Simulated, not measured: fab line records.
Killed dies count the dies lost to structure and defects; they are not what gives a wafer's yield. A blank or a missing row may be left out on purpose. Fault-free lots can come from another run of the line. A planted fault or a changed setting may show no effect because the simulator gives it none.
Which tool is to blame? || flow nand-harc || 72 wafers from 24 lots sampled at 6 of the route's 1302 steps

## WHAT THE GAUGES SHOWED, per wafer
NHARC_P_M2_CD_MEAS_09 targets a cd of 170 nm.
{"lot": "L074", "measured": "day 6 14:42", "on": "cd-sem-02", "cd-nm (nm)": "168.9 169.7 169.6"}
{"lot": "L075", "measured": "day 6 17:23", "on": "cd-sem-01", "cd-nm (nm)": "170.1 170.1 169.9"}
{"lot": "L076", "measured": "day 7 05:03", "on": "cd-sem-02", "cd-nm (nm)": "170.4 170.4 170.0"}
{"lot": "L077", "measured": "day 7 18:44", "on": "cd-sem-03", "cd-nm (nm)": "169.5 170.0 170.7"}
{"lot": "L078", "measured": "day 7 21:14", "on": "cd-sem-01", "cd-nm (nm)": "169.9 169.7 169.7"}
{"lot": "L079", "measured": "day 8 12:37", "on": "cd-sem-01", "cd-nm (nm)": "169.9 170.0 170.8"}
{"lot": "L080", "measured": "day 9 00:21", "on": "cd-sem-03", "cd-nm (nm)": "170.9 171.2 170.8"}
{"lot": "L081", "measured": "day 9 02:55", "on": "cd-sem-03", "cd-nm (nm)": "169.7 169.5 169.1"}
{"lot": "L082", "measured": "day 9 20:35", "on": "cd-sem-02", "cd-nm (nm)": "169.6 170.4 170.0"}
{"lot": "L083", "measured": "day 9 23:59", "on": "cd-sem-02", "cd-nm (nm)": "170.2 169.0 169.4"}
{"lot": "L084", "measured": "day 10 19:44", "on": "cd-sem-03", "cd-nm (nm)": "169.6 169.5 169.5"}
{"lot": "L085", "measured": "day 11 01:11", "on": "cd-sem-02", "cd-nm (nm)": "170.3 169.7 170.0"}
{"lot": "L086", "measured": "day 11 06:35", "on": "cd-sem-01", "cd-nm (nm)": "169.9 169.8 170.3"}
{"lot": "L087", "measured": "day 12 13:10", "on": "cd-sem-03", "cd-nm (nm)": "170.1 169.1 169.1"}
{"lot": "L089", "measured": "day 12 13:12", "on": "cd-sem-01", "cd-nm (nm)": "170.6 169.8 169.7"}
{"lot": "L088", "measured": "day 12 14:35", "on": "cd-sem-03", "cd-nm (nm)": "170.4 170.4 170.4"}
{"lot": "L090", "measured": "day 13 06:54", "on": "cd-sem-01", "cd-nm (nm)": "169.9 169.7 170.3"}
{"lot": "L091", "measured": "day 13 11:48", "on": "cd-sem-03", "cd-nm (nm)": "169.6 169.7 169.7"}
{"lot": "L092", "measured": "day 14 05:45", "on": "cd-sem-01", "cd-nm (nm)": "169.7 170.4 170.6"}
{"lot": "L093", "measured": "day 14 16:10", "on": "cd-sem-01", "cd-nm (nm)": "170.7 169.8 169.0"}
{"lot": "L094", "measured": "day 14 23:40", "on": "cd-sem-02", "cd-nm (nm)": "170.5 170.1 170.9"}
{"lot": "L095", "measured": "day 15 11:37", "on": "cd-sem-01", "cd-nm (nm)": "169.9 170.7 170.7"}
{"lot": "L096", "measured": "day 15 14:49", "on": "cd-sem-03", "cd-nm (nm)": "170.2 170.3 169.5"}
{"lot": "L097", "measured": "day 16 02:54", "on": "cd-sem-01", "cd-nm (nm)": "169.4 169.1 169.7"}

NHARC_P_BONDPAD_CD_MEAS_09 targets a cd of 500 nm.
{"lot": "L074", "measured": "day 6 19:29", "on": "cd-sem-01", "cd-nm (nm)": "500.6 499.7 498.5"}
{"lot": "L075", "measured": "day 6 22:10", "on": "cd-sem-03", "cd-nm (nm)": "501.3 500.4 502.3"}
{"lot": "L076", "measured": "day 7 09:36", "on": "cd-sem-03", "cd-nm (nm)": "499.0 501.0 500.2"}
{"lot": "L077", "measured": "day 7 23:19", "on": "cd-sem-01", "cd-nm (nm)": "499.3 499.9 497.6"}
{"lot": "L078", "measured": "day 8 01:48", "on": "cd-sem-01", "cd-nm (nm)": "499.7 500.7 500.5"}
{"lot": "L079", "measured": "day 8 17:15", "on": "cd-sem-03", "cd-nm (nm)": "497.8 501.0 501.9"}
{"lot": "L080", "measured": "day 9 04:47", "on": "cd-sem-03", "cd-nm (nm)": "500.1 502.8 497.1"}
{"lot": "L081", "measured": "day 9 07:29", "on": "cd-sem-03", "cd-nm (nm)": "500.2 500.6 500.0"}
{"lot": "L082", "measured": "day 10 01:06", "on": "cd-sem-01", "cd-nm (nm)": "497.1 497.7 498.7"}
{"lot": "L083", "measured": "day 10 04:34", "on": "cd-sem-01", "cd-nm (nm)": "500.6 502.0 500.8"}
{"lot": "L084", "measured": "day 11 00:25", "on": "cd-sem-03", "cd-nm (nm)": "499.7 501.5 500.6"}
{"lot": "L085", "measured": "day 11 05:58", "on": "cd-sem-01", "cd-nm (nm)": "500.4 498.5 501.2"}
{"lot": "L086", "measured": "day 11 11:10", "on": "cd-sem-02", "cd-nm (nm)": "498.8 499.9 499.4"}
{"lot": "L087", "measured": "day 12 18:10", "on": "cd-sem-01", "cd-nm (nm)": "499.6 501.3 499.4"}
{"lot": "L089", "measured": "day 12 17:43", "on": "cd-sem-01", "cd-nm (nm)": "499.1 498.8 497.2"}
{"lot": "L088", "measured": "day 12 19:02", "on": "cd-sem-01", "cd-nm (nm)": "501.7 500.7 501.4"}
{"lot": "L090", "measured": "day 13 11:50", "on": "cd-sem-01", "cd-nm (nm)": "497.9 500.5 499.2"}
{"lot": "L091", "measured": "day 13 16:29", "on": "cd-sem-01", "cd-nm (nm)": "501.5 500.9 503.0"}
{"lot": "L092", "measured": "day 14 10:12", "on": "cd-sem-01", "cd-nm (nm)": "501.2 501.4 500.3"}
{"lot": "L093", "measured": "day 14 20:36", "on": "cd-sem-03", "cd-nm (nm)": "499.8 498.6 499.6"}
{"lot": "L094", "measured": "day 15 04:04", "on": "cd-sem-03", "cd-nm (nm)": "501.9 501.9 503.3"}
{"lot": "L095", "measured": "day 15 16:07", "on": "cd-sem-01", "cd-nm (nm)": "498.9 500.1 499.1"}
{"lot": "L096", "measured": "day 15 19:14", "on": "cd-sem-01", "cd-nm (nm)": "500.7 500.3 500.4"}
{"lot": "L097", "measured": "day 16 07:20", "on": "cd-sem-01", "cd-nm (nm)": "500.2 502.2 499.7"}

## WHICH TOOL RAN EACH LOT (tool, then ch and the chambers of the sampled wafers, then the start)
{"lot": "L074", "NHARC_P_M1_ETCH_35": "rie-diel-01 ch 1,2,3, day 6 10:33", "NHARC_P_M1_ANNEAL_31": "rtp-anneal-02 ch 0, day 6 12:22", "NHARC_P_M1_PRE_CLEAN_32": "pecvd-04 ch 0,1,2, day 6 13:31", "NHARC_P_M2_PRE_CLEAN_30": "pvd-sputter-03, day 6 19:29 or earlier"}
{"lot": "L075", "NHARC_P_M1_ETCH_35": "rie-diel-10 ch 0,2, day 6 13:37", "NHARC_P_M1_ANNEAL_31": "rtp-anneal-02 ch 0, day 6 15:17", "NHARC_P_M1_PRE_CLEAN_32": "pecvd-03 ch 1,2, day 6 16:11", "NHARC_P_M2_PRE_CLEAN_30": "pvd-sputter-02, day 6 22:10 or earlier"}
{"lot": "L076", "NHARC_P_M1_ETCH_35": "rie-diel-01 ch 1,2,3, day 7 01:16", "NHARC_P_M1_ANNEAL_31": "rtp-anneal-01 ch 0, day 7 03:02", "NHARC_P_M1_PRE_CLEAN_32": "pecvd-04 ch 1,2, day 7 03:52", "NHARC_P_M2_PRE_CLEAN_30": "pvd-sputter-03, day 7 09:36 or earlier"}
{"lot": "L077", "NHARC_P_M1_ETCH_35": "rie-diel-10 ch 0,2,3, day 7 14:56", "NHARC_P_M1_ANNEAL_31": "rtp-anneal-01 ch 0, day 7 16:39", "NHARC_P_M1_PRE_CLEAN_32": "pecvd-01 ch 0,1,2, day 7 17:32", "NHARC_P_M2_PRE_CLEAN_30": "pvd-sputter-02, day 7 23:19 or earlier"}
{"lot": "L078", "NHARC_P_M1_ETCH_35": "rie-diel-01 ch 0,2,3, day 7 17:22", "NHARC_P_M1_ANNEAL_31": "rtp-anneal-02 ch 0, day 7 19:02", "NHARC_P_M1_PRE_CLEAN_32": "pecvd-01 ch 0,1,2, day 7 19:55", "NHARC_P_M2_PRE_CLEAN_30": "pvd-sputter-02, day 8 01:48 or earlier"}
{"lot": "L079", "NHARC_P_M1_ETCH_35": "rie-diel-10 ch 0,1,2, day 8 08:43", "NHARC_P_M1_ANNEAL_31": "rtp-anneal-01 ch 0, day 8 10:28", "NHARC_P_M1_PRE_CLEAN_32": "pecvd-01 ch 0,1,2, day 8 11:17", "NHARC_P_M2_PRE_CLEAN_30": "pvd-sputter-03, day 8 17:15 or earlier"}
{"lot": "L080", "NHARC_P_M1_ETCH_35": "rie-diel-13 ch 0,1,2, day 8 20:36", "NHARC_P_M1_ANNEAL_31": "rtp-anneal-01 ch 0, day 8 22:20", "NHARC_P_M1_PRE_CLEAN_32": "pecvd-04 ch 0,1,2, day 8 23:10", "NHARC_P_M2_PRE_CLEAN_30": "pvd-sputter-03, day 9 04:47 or earlier"}
{"lot": "L081", "NHARC_P_M1_ETCH_35": "rie-diel-10 ch 1,3, day 8 22:56", "NHARC_P_M1_ANNEAL_31": "rtp-anneal-01 ch 0, day 9 00:40", "NHARC_P_M1_PRE_CLEAN_32": "pecvd-01 ch 0,1, day 9 01:43", "NHARC_P_M2_PRE_CLEAN_30": "pvd-sputter-02, day 9 07:29 or earlier"}
{"lot": "L082", "NHARC_P_M1_ETCH_35": "rie-diel-13 ch 0,2,3, day 9 16:43", "NHARC_P_M1_ANNEAL_31": "rtp-anneal-01 ch 0, day 9 18:22", "NHARC_P_M1_PRE_CLEAN_32": "pecvd-04 ch 0,2, day 9 19:16", "NHARC_P_M2_PRE_CLEAN_30": "pvd-sputter-01, day 10 01:06 or earlier"}
{"lot": "L083", "NHARC_P_M1_ETCH_35": "rie-diel-10 ch 1,3, day 9 20:03", "NHARC_P_M1_ANNEAL_31": "rtp-anneal-01 ch 0, day 9 21:46", "NHARC_P_M1_PRE_CLEAN_32": "pecvd-04 ch 0,1,2, day 9 22:40", "NHARC_P_M2_PRE_CLEAN_30": "pvd-sputter-01, day 10 04:34 or earlier"}
{"lot": "L084", "NHARC_P_M1_ETCH_35": "rie-diel-10 ch 0,1,2, day 10 15:52", "NHARC_P_M1_ANNEAL_31": "rtp-anneal-01 ch 0, day 10 17:32", "NHARC_P_M1_PRE_CLEAN_32": "pecvd-04 ch 0,1,2, day 10 18:25", "NHARC_P_M2_PRE_CLEAN_30": "pvd-sputter-03, day 11 00:25 or earlier"}
{"lot": "L085", "NHARC_P_M1_ETCH_35": "rie-diel-01 ch 0,1,3, day 10 20:50", "NHARC_P_M1_ANNEAL_31": "rtp-anneal-02 ch 0, day 10 22:57", "NHARC_P_M1_PRE_CLEAN_32": "pecvd-04 ch 1,2, day 10 23:52", "NHARC_P_M2_PRE_CLEAN_30": "pvd-sputter-01, day 11 05:58 or earlier"}
{"lot": "L086", "NHARC_P_M1_ETCH_35": "rie-diel-13 ch 0,1,3, day 11 02:46", "NHARC_P_M1_ANNEAL_31": "rtp-anneal-02 ch 0, day 11 04:34", "NHARC_P_M1_PRE_CLEAN_32": "pecvd-04 ch 1,2, day 11 05:25", "NHARC_P_M2_PRE_CLEAN_30": "pvd-sputter-03, day 11 11:10 or earlier"}
{"lot": "L087", "NHARC_P_M1_ETCH_35": "rie-diel-01 ch 1,2,3, day 12 09:19", "NHARC_P_M1_ANNEAL_31": "rtp-anneal-01 ch 0, day 12 11:01", "NHARC_P_M1_PRE_CLEAN_32": "pecvd-01 ch 0,1, day 12 11:53", "NHARC_P_M2_PRE_CLEAN_30": "pvd-sputter-02, day 12 18:10 or earlier"}
{"lot": "L089", "NHARC_P_M1_ETCH_35": "rie-diel-13 ch 0,1,3, day 12 09:27", "NHARC_P_M1_ANNEAL_31": "rtp-anneal-02 ch 0, day 12 11:08", "NHARC_P_M1_PRE_CLEAN_32": "pecvd-03 ch 0,1,2, day 12 12:01", "NHARC_P_M2_PRE_CLEAN_30": "pvd-sputter-03, day 12 17:43 or earlier"}
{"lot": "L088", "NHARC_P_M1_ETCH_35": "rie-diel-10 ch 0,1,2, day 12 10:36", "NHARC_P_M1_ANNEAL_31": "rtp-anneal-01 ch 0, day 12 12:25", "NHARC_P_M1_PRE_CLEAN_32": "pecvd-01 ch 0,1,2, day 12 13:15", "NHARC_P_M2_PRE_CLEAN_30": "pvd-sputter-01, day 12 19:02 or earlier"}
{"lot": "L090", "NHARC_P_M1_ETCH_35": "rie-diel-01 ch 0,3, day 13 03:02", "NHARC_P_M1_ANNEAL_31": "rtp-anneal-02 ch 0, day 13 04:49", "NHARC_P_M1_PRE_CLEAN_32": "pecvd-01 ch 0,1, day 13 05:37", "NHARC_P_M2_PRE_CLEAN_30": "pvd-sputter-01, day 13 11:50 or earlier"}
{"lot": "L091", "NHARC_P_M1_ETCH_35": "rie-diel-10 ch 0,1,2, day 13 07:56", "NHARC_P_M1_ANNEAL_31": "rtp-anneal-02 ch 0, day 13 09:37", "NHARC_P_M1_PRE_CLEAN_32": "pecvd-01 ch 0,1, day 13 10:30", "NHARC_P_M2_PRE_CLEAN_30": "pvd-sputter-03, day 13 16:29 or earlier"}
{"lot": "L092", "NHARC_P_M1_ETCH_35": "rie-diel-01 ch 1,2,3, day 14 01:53", "NHARC_P_M1_ANNEAL_31": "rtp-anneal-02 ch 0, day 14 03:34", "NHARC_P_M1_PRE_CLEAN_32": "pecvd-03 ch 0,1, day 14 04:28", "NHARC_P_M2_PRE_CLEAN_30": "pvd-sputter-02, day 14 10:12 or earlier"}
{"lot": "L093", "NHARC_P_M1_ETCH_35": "rie-diel-01 ch 1,2, day 14 12:25", "NHARC_P_M1_ANNEAL_31": "rtp-anneal-01 ch 0, day 14 14:08", "NHARC_P_M1_PRE_CLEAN_32": "pecvd-04 ch 0,1,2, day 14 14:59", "NHARC_P_M2_PRE_CLEAN_30": "pvd-sputter-02, day 14 20:36 or earlier"}
{"lot": "L094", "NHARC_P_M1_ETCH_35": "rie-diel-10 ch 0,2, day 14 19:43", "NHARC_P_M1_ANNEAL_31": "rtp-anneal-01 ch 0, day 14 21:26", "NHARC_P_M1_PRE_CLEAN_32": "pecvd-04 ch 1,2, day 14 22:20", "NHARC_P_M2_PRE_CLEAN_30": "pvd-sputter-01, day 15 04:04 or earlier"}
{"lot": "L095", "NHARC_P_M1_ETCH_35": "rie-diel-01 ch 0,3, day 15 07:37", "NHARC_P_M1_ANNEAL_31": "rtp-anneal-01 ch 0, day 15 09:23", "NHARC_P_M1_PRE_CLEAN_32": "pecvd-03 ch 0,1,2, day 15 10:17", "NHARC_P_M2_PRE_CLEAN_30": "pvd-sputter-02, day 15 16:07 or earlier"}
{"lot": "L096", "NHARC_P_M1_ETCH_35": "rie-diel-10 ch 1,2, day 15 10:51", "NHARC_P_M1_ANNEAL_31": "rtp-anneal-02 ch 0, day 15 12:35", "NHARC_P_M1_PRE_CLEAN_32": "pecvd-01 ch 0,1,2, day 15 13:28", "NHARC_P_M2_PRE_CLEAN_30": "pvd-sputter-01, day 15 19:14 or earlier"}
{"lot": "L097", "NHARC_P_M1_ETCH_35": "rie-diel-01 ch 0,1,2, day 15 23:01", "NHARC_P_M1_ANNEAL_31": "rtp-anneal-02 ch 0, day 16 00:47", "NHARC_P_M1_PRE_CLEAN_32": "pecvd-04 ch 0,2, day 16 01:34", "NHARC_P_M2_PRE_CLEAN_30": "pvd-sputter-03, day 16 07:20 or earlier"}
- NHARC_P_M1_ETCH_35: etches the open film in N2/H2, target depth 40 nm, overetch 12 nm, time 43.94 s.
- NHARC_P_M1_ANNEAL_31: time 90 s.
- NHARC_P_M1_PRE_CLEAN_32: time 12 s.
- NHARC_P_M2_PRE_CLEAN_30: time 30 s.

## AS READ BY THE TOOLS THEMSELVES (means over the sampled wafers that have a number; for cases with no such wafer, the mark the record gives instead)
NHARC_P_M1_ETCH_35.
{"lot": "L074", "tool": "rie-diel-01", "drypump-motor-current-A (A)": 5.7, "oes-product-au (a.u.)": 1.007, "rf-vpp-V (V)": 428.4, "showerhead-plenum-p-Torr (Torr)": 1.99, "throttle-valve-pct (%)": 14.169}
{"lot": "L075", "tool": "rie-diel-10", "drypump-motor-current-A (A)": 5.5, "oes-product-au (a.u.)": 0.990, "rf-vpp-V (V)": 433.3, "showerhead-plenum-p-Torr (Torr)": 2.13, "throttle-valve-pct (%)": 14.168}
{"lot": "L076", "tool": "rie-diel-01", "drypump-motor-current-A (A)": 5.7, "oes-product-au (a.u.)": 1.008, "rf-vpp-V (V)": 429.3, "showerhead-plenum-p-Torr (Torr)": 1.99, "throttle-valve-pct (%)": 14.170}
{"lot": "L077", "tool": "rie-diel-10", "drypump-motor-current-A (A)": 5.6, "oes-product-au (a.u.)": 1.000, "rf-vpp-V (V)": 432.6, "showerhead-plenum-p-Torr (Torr)": 2.14, "throttle-valve-pct (%)": 14.164}
{"lot": "L078", "tool": "rie-diel-01", "drypump-motor-current-A (A)": 5.4, "oes-product-au (a.u.)": 1.007, "rf-vpp-V (V)": 429.5, "showerhead-plenum-p-Torr (Torr)": 2.02, "throttle-valve-pct (%)": 14.164}
{"lot": "L079", "tool": "rie-diel-10", "drypump-motor-current-A (A)": 5.9, "oes-product-au (a.u.)": 0.996, "rf-vpp-V (V)": 431.6, "showerhead-plenum-p-Torr (Torr)": 2.07, "throttle-valve-pct (%)": 14.170}
{"lot": "L080", "tool": "rie-diel-13", "drypump-motor-current-A (A)": 6.0, "oes-product-au (a.u.)": 0.995, "rf-vpp-V (V)": 433.1, "showerhead-plenum-p-Torr (Torr)": 2.12, "throttle-valve-pct (%)": 14.160}
{"lot": "L081", "tool": "rie-diel-10", "drypump-motor-current-A (A)": 6.2, "oes-product-au (a.u.)": 0.995, "rf-vpp-V (V)": 431.1, "showerhead-plenum-p-Torr (Torr)": 2.04, "throttle-valve-pct (%)": 14.172}
{"lot": "L082", "tool": "rie-diel-13", "drypump-motor-current-A (A)": 5.7, "oes-product-au (a.u.)": 0.992, "rf-vpp-V (V)": 429.8, "showerhead-plenum-p-Torr (Torr)": 2.02, "throttle-valve-pct (%)": 14.169}
{"lot": "L083", "tool": "rie-diel-10", "drypump-motor-current-A (A)": 6.2, "oes-product-au (a.u.)": 0.999, "rf-vpp-V (V)": 430.8, "showerhead-plenum-p-Torr (Torr)": 2.04, "throttle-valve-pct (%)": 14.173}
{"lot": "L084", "tool": "rie-diel-10", "drypump-motor-current-A (A)": 5.9, "oes-product-au (a.u.)": 0.991, "rf-vpp-V (V)": 431.1, "showerhead-plenum-p-Torr (Torr)": 2.07, "throttle-valve-pct (%)": 14.164}
{"lot": "L085", "tool": "rie-diel-01", "drypump-motor-current-A (A)": 5.8, "oes-product-au (a.u.)": 0.999, "rf-vpp-V (V)": 429.9, "showerhead-plenum-p-Torr (Torr)": 2.02, "throttle-valve-pct (%)": 14.175}
{"lot": "L086", "tool": "rie-diel-13", "drypump-motor-current-A (A)": 6.1, "oes-product-au (a.u.)": 1.004, "rf-vpp-V (V)": 428.9, "showerhead-plenum-p-Torr (Torr)": 2.02, "throttle-valve-pct (%)": 14.170}
{"lot": "L087", "tool": "rie-diel-01", "drypump-motor-current-A (A)": 5.6, "oes-product-au (a.u.)": 1.002, "rf-vpp-V (V)": 430.0, "showerhead-plenum-p-Torr (Torr)": 1.99, "throttle-valve-pct (%)": 14.173}
{"lot": "L089", "tool": "rie-diel-13", "drypump-motor-current-A (A)": 6.0, "oes-product-au (a.u.)": 1.011, "rf-vpp-V (V)": 430.2, "showerhead-plenum-p-Torr (Torr)": 2.01, "throttle-valve-pct (%)": 14.168}
{"lot": "L088", "tool": "rie-diel-10", "drypump-motor-current-A (A)": 5.9, "oes-product-au (a.u.)": 0.996, "rf-vpp-V (V)": 431.3, "showerhead-plenum-p-Torr (Torr)": 2.07, "throttle-valve-pct (%)": 14.184}
{"lot": "L090", "tool": "rie-diel-01", "drypump-motor-current-A (A)": 5.5, "oes-product-au (a.u.)": 1.009, "rf-vpp-V (V)": 431.0, "showerhead-plenum-p-Torr (Torr)": 2.05, "throttle-valve-pct (%)": 14.171}
{"lot": "L091", "tool": "rie-diel-10", "drypump-motor-current-A (A)": 5.9, "oes-product-au (a.u.)": 0.998, "rf-vpp-V (V)": 431.3, "showerhead-plenum-p-Torr (Torr)": 2.07, "throttle-valve-pct (%)": 14.169}
{"lot": "L092", "tool": "rie-diel-01", "drypump-motor-current-A (A)": 5.6, "oes-product-au (a.u.)": 1.002, "rf-vpp-V (V)": 429.3, "showerhead-plenum-p-Torr (Torr)": 1.99, "throttle-valve-pct (%)": 14.170}
{"lot": "L093", "tool": "rie-diel-01", "drypump-motor-current-A (A)": 5.6, "oes-product-au (a.u.)": 0.997, "rf-vpp-V (V)": 427.7, "showerhead-plenum-p-Torr (Torr)": 1.93, "throttle-valve-pct (%)": 14.166}
{"lot": "L094", "tool": "rie-diel-10", "drypump-motor-current-A (A)": 5.4, "oes-product-au (a.u.)": 0.992, "rf-vpp-V (V)": 432.4, "showerhead-plenum-p-Torr (Torr)": 2.13, "throttle-valve-pct (%)": 14.164}
{"lot": "L095", "tool": "rie-diel-01", "drypump-motor-current-A (A)": 5.4, "oes-product-au (a.u.)": 1.003, "rf-vpp-V (V)": 431.2, "showerhead-plenum-p-Torr (Torr)": 2.07, "throttle-valve-pct (%)": 14.160}
{"lot": "L096", "tool": "rie-diel-10", "drypump-motor-current-A (A)": 6.3, "oes-product-au (a.u.)": 1.001, "rf-vpp-V (V)": 430.0, "showerhead-plenum-p-Torr (Torr)": 2.01, "throttle-valve-pct (%)": 14.175}
{"lot": "L097", "tool": "rie-diel-01", "drypump-motor-current-A (A)": 5.8, "oes-product-au (a.u.)": 0.996, "rf-vpp-V (V)": 428.7, "showerhead-plenum-p-Torr (Torr)": 1.96, "throttle-valve-pct (%)": 14.164}

NHARC_P_M1_ANNEAL_31.
{"lot": "L074", "tool": "rtp-anneal-02", "wafer_temp_C_max": 226.33}
{"lot": "L075", "tool": "rtp-anneal-02", "wafer_temp_C_max": 226.21}
{"lot": "L076", "tool": "rtp-anneal-01", "wafer_temp_C_max": 225.87}
{"lot": "L077", "tool": "rtp-anneal-01", "wafer_temp_C_max": 225.88}
{"lot": "L078", "tool": "rtp-anneal-02", "wafer_temp_C_max": 225.80}
{"lot": "L079", "tool": "rtp-anneal-01", "wafer_temp_C_max": 225.92}
{"lot": "L080", "tool": "rtp-anneal-01", "wafer_temp_C_max": 225.88}
{"lot": "L081", "tool": "rtp-anneal-01", "wafer_temp_C_max": 225.88}
{"lot": "L082", "tool": "rtp-anneal-01", "wafer_temp_C_max": 225.97}
{"lot": "L083", "tool": "rtp-anneal-01", "wafer_temp_C_max": 225.94}
{"lot": "L084", "tool": "rtp-anneal-01", "wafer_temp_C_max": 225.95}
{"lot": "L085", "tool": "rtp-anneal-02", "wafer_temp_C_max": 226.19}
{"lot": "L086", "tool": "rtp-anneal-02", "wafer_temp_C_max": 226.01}
{"lot": "L087", "tool": "rtp-anneal-01", "wafer_temp_C_max": 225.78}
{"lot": "L089", "tool": "rtp-anneal-02", "wafer_temp_C_max": 225.93}
{"lot": "L088", "tool": "rtp-anneal-01", "wafer_temp_C_max": 225.83}
{"lot": "L090", "tool": "rtp-anneal-02", "wafer_temp_C_max": 226.00}
{"lot": "L091", "tool": "rtp-anneal-02", "wafer_temp_C_max": 226.14}
{"lot": "L092", "tool": "rtp-anneal-02", "wafer_temp_C_max": 226.04}
{"lot": "L093", "tool": "rtp-anneal-01", "wafer_temp_C_max": 226.21}
{"lot": "L094", "tool": "rtp-anneal-01", "wafer_temp_C_max": 225.77}
{"lot": "L095", "tool": "rtp-anneal-01", "wafer_temp_C_max": 225.48}
{"lot": "L096", "tool": "rtp-anneal-02", "wafer_temp_C_max": 226.12}
{"lot": "L097", "tool": "rtp-anneal-02", "wafer_temp_C_max": 225.87}

NHARC_P_M1_PRE_CLEAN_32.
{"lot": "L074", "tool": "pecvd-04", "heater-power-w (W)": 564}
{"lot": "L075", "tool": "pecvd-03", "heater-power-w (W)": 600}
{"lot": "L076", "tool": "pecvd-04", "heater-power-w (W)": 662}
{"lot": "L077", "tool": "pecvd-01", "heater-power-w (W)": 682}
{"lot": "L078", "tool": "pecvd-01", "heater-power-w (W)": 658}
{"lot": "L079", "tool": "pecvd-01", "heater-power-w (W)": 680}
{"lot": "L080", "tool": "pecvd-04", "heater-power-w (W)": 633}
{"lot": "L081", "tool": "pecvd-01", "heater-power-w (W)": 669}
{"lot": "L082", "tool": "pecvd-04", "heater-power-w (W)": 534}
{"lot": "L083", "tool": "pecvd-04", "heater-power-w (W)": 616}
{"lot": "L084", "tool": "pecvd-04", "heater-power-w (W)": 624}
{"lot": "L085", "tool": "pecvd-04", "heater-power-w (W)": 675}
{"lot": "L086", "tool": "pecvd-04", "heater-power-w (W)": 649}
{"lot": "L087", "tool": "pecvd-01", "heater-power-w (W)": 618}
{"lot": "L089", "tool": "pecvd-03", "heater-power-w (W)": 661}
{"lot": "L088", "tool": "pecvd-01", "heater-power-w (W)": 637}
{"lot": "L090", "tool": "pecvd-01", "heater-power-w (W)": 637}
{"lot": "L091", "tool": "pecvd-01", "heater-power-w (W)": 685}
{"lot": "L092", "tool": "pecvd-03", "heater-power-w (W)": 654}
{"lot": "L093", "tool": "pecvd-04", "heater-power-w (W)": 619}
{"lot": "L094", "tool": "pecvd-04", "heater-power-w (W)": 619}
{"lot": "L095", "tool": "pecvd-03", "heater-power-w (W)": 660}
{"lot": "L096", "tool": "pecvd-01", "heater-power-w (W)": 673}
{"lot": "L097", "tool": "pecvd-04", "heater-power-w (W)": 569}

NHARC_P_M2_PRE_CLEAN_30.
{"lot": "L074", "tool": "pvd-sputter-03", "heater-power-w (W)": 373}
{"lot": "L075", "tool": "pvd-sputter-02", "heater-power-w (W)": 394}
{"lot": "L076", "tool": "pvd-sputter-03", "heater-power-w (W)": 378}
{"lot": "L077", "tool": "pvd-sputter-02", "heater-power-w (W)": 404}
{"lot": "L078", "tool": "pvd-sputter-02", "heater-power-w (W)": 426}
{"lot": "L079", "tool": "pvd-sputter-03", "heater-power-w (W)": 373}
{"lot": "L080", "tool": "pvd-sputter-03", "heater-power-w (W)": 383}
{"lot": "L081", "tool": "pvd-sputter-02", "heater-power-w (W)": 407}
{"lot": "L082", "tool": "pvd-sputter-01", "heater-power-w (W)": 409}
{"lot": "L083", "tool": "pvd-sputter-01", "heater-power-w (W)": 431}
{"lot": "L084", "tool": "pvd-sputter-03", "heater-power-w (W)": 370}
{"lot": "L085", "tool": "pvd-sputter-01", "heater-power-w (W)": 390}
{"lot": "L086", "tool": "pvd-sputter-03", "heater-power-w (W)": 375}
{"lot": "L087", "tool": "pvd-sputter-02", "heater-power-w (W)": 433}
{"lot": "L089", "tool": "pvd-sputter-03", "heater-power-w (W)": 375}
{"lot": "L088", "tool": "pvd-sputter-01", "heater-power-w (W)": 418}
{"lot": "L090", "tool": "pvd-sputter-01", "heater-power-w (W)": 400}
{"lot": "L091", "tool": "pvd-sputter-03", "heater-power-w (W)": 373}
{"lot": "L092", "tool": "pvd-sputter-02", "heater-power-w (W)": 404}
{"lot": "L093", "tool": "pvd-sputter-02", "heater-power-w (W)": 377}
{"lot": "L094", "tool": "pvd-sputter-01", "heater-power-w (W)": 397}
{"lot": "L095", "tool": "pvd-sputter-02", "heater-power-w (W)": 404}
{"lot": "L096", "tool": "pvd-sputter-01", "heater-power-w (W)": 413}
{"lot": "L097", "tool": "pvd-sputter-03", "heater-power-w (W)": 379}

## THE ANSWER, worked out from the rows above alone
Rule: the lots themselves supply what counts as usual. Put in order of their means at a reading, lots are off if they are a third of the lots or fewer, leave a main group of 4 or more, and stand apart from it by a gap of 3 or more times the standard deviation of the main group's means; of several such gaps the widest counts. Not used: any main group whose means are identical at the precision the tables above print for the reading. A lot without any number at a reading at which 4 lots or more have one is off too. Any other lot the step has rows for is counted as sound. First the gauges in route order, then the tools' own readings, where a lot's mean is used as printed above. At the first step where some lot is off, the reading lying furthest off is the one used; lots without a number count as furthest.
Nothing can be told from this: no lot is off at any reading shown.

## WHAT THE SIMULATOR HAD INSERTED
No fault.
